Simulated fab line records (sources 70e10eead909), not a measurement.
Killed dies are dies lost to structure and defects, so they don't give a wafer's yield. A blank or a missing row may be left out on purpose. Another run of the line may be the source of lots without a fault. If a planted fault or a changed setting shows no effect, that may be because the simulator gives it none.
Problem report, 8D (eight disciplines) form, completed by code | flow nand harc | the parts of the form that need people (team, actions taken, sign-off) are left out

## 1. WHAT WENT WRONG
Wafers without a fault read 26, standard deviation 8.4; killed at array at NHARC_END_SORT_01 reads a mean of 84 on 6 wafers belonging to 2 lots. Measured from the usual mean, that is +7.0 standard deviations.
The first sign was on wafer L275.1 at day 22 01:18, on prober-02. At this step, 21 wafers from 7 lots have a number in the record. Rule for "out", or "out of limits": more than 4 standard deviations from the usual mean. All remaining wafers that have a number are taken as sound.

## 2. WHAT IT IS AND WHAT IT IS NOT
question                    | is                           | is not
which readings at this step | killed at array, killed dies | killed at other, killed at periphery, killed open, killed short
which lots                  | L275, L278                   | L276, L279, L280, L283, L287
which wafers of those lots  | all that have a number       | -
read on which gauges        | prober-02                    | prober-01
when                        | from day 22 01:18            | up to then (3 sound wafers); but 12 sound wafers of L279, L280, L283, L287 came after

## 3. THE SUSPECTS, EACH WITH WHAT RULES IT OUT
Counting: any tool at a process step up to the reading is kept as a suspect provided that every lot that is out went through it and no sound lot did after the first of them.
- the gauge at NHARC_END_SORT_01: kept. All the wafers that are out were read on prober-02, and no step on other tools shows them out.
- rie diel-10 at NHARC_A_CONTACT_ETCH_51 (etches the open film in O2/COS, target depth 3600 nm, time 936 s): kept. It processed each lot that is out, first L275 at day 19 04:26, and no sound lot thereafter; up to then, the last sound lot it processed was L276 at day 18 23:55.
- rie diel-06 at NHARC_THIN_TSV_ETCH_44 (etches the open film in CF4/O2, target depth 1594.2 nm, time 797.1 s): ruled out as a lasting fault. Sound lots L280 ran on it after its first lot that is out, L275 (day 21 05:46).
- rie diel-06 at NHARC_THIN_TSV_DESCUM_35 (chemistry O2, time 3 s): ruled out as a lasting fault. Sound lots L279, L280 ran on it after its first lot that is out, L275 (day 21 11:44).
What counting leaves: rie diel-10 at NHARC_A_CONTACT_ETCH_51 and prober-02 at NHARC_END_SORT_01.

## 4. THE CAUSE (what the simulator had put in)
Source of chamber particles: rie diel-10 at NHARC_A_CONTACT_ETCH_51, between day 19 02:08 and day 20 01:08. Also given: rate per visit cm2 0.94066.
Counting leaves 2 suspects; this tool is one of them.

## 5. SEQUENCE OF EFFECTS, ordered by route
Rows list readings where the struck wafers' mean (over those with a number) sits beyond 3 standard deviations from the usual. Only readings for which the record gives a usual standard deviation are gone through. hours: the time from each lot's start at the first step in this table that gives one to its start at this step, as a median over the lots. sigmas: the change in usual standard deviations.
hours | step              | reading         | usual | on struck wafers | change | sigmas
0     | NHARC_END_SORT_01 | killed at array | 26    | 84               | +58    | +7.0
0     | NHARC_END_SORT_01 | killed dies     | 30    | 86               | +56    | +6.6

## 6. WHAT WOULD HAVE CAUGHT IT SOONER
71 hours passed between the start of the fault at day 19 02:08 and the first reading out of limits at a measuring or inspecting step in this record, taken at day 22 01:18.
Of the tool readings at NHARC_A_CONTACT_ETCH_51 for which the record gives a usual standard deviation, none was out on any struck wafer, so an alarm limit of 4 standard deviations on them would not have fired.
By day 22 01:18, every lot that is out (2) had started NHARC_A_CONTACT_ETCH_51 on rie diel-10. A hold on the tool at that time would have spared none of them.
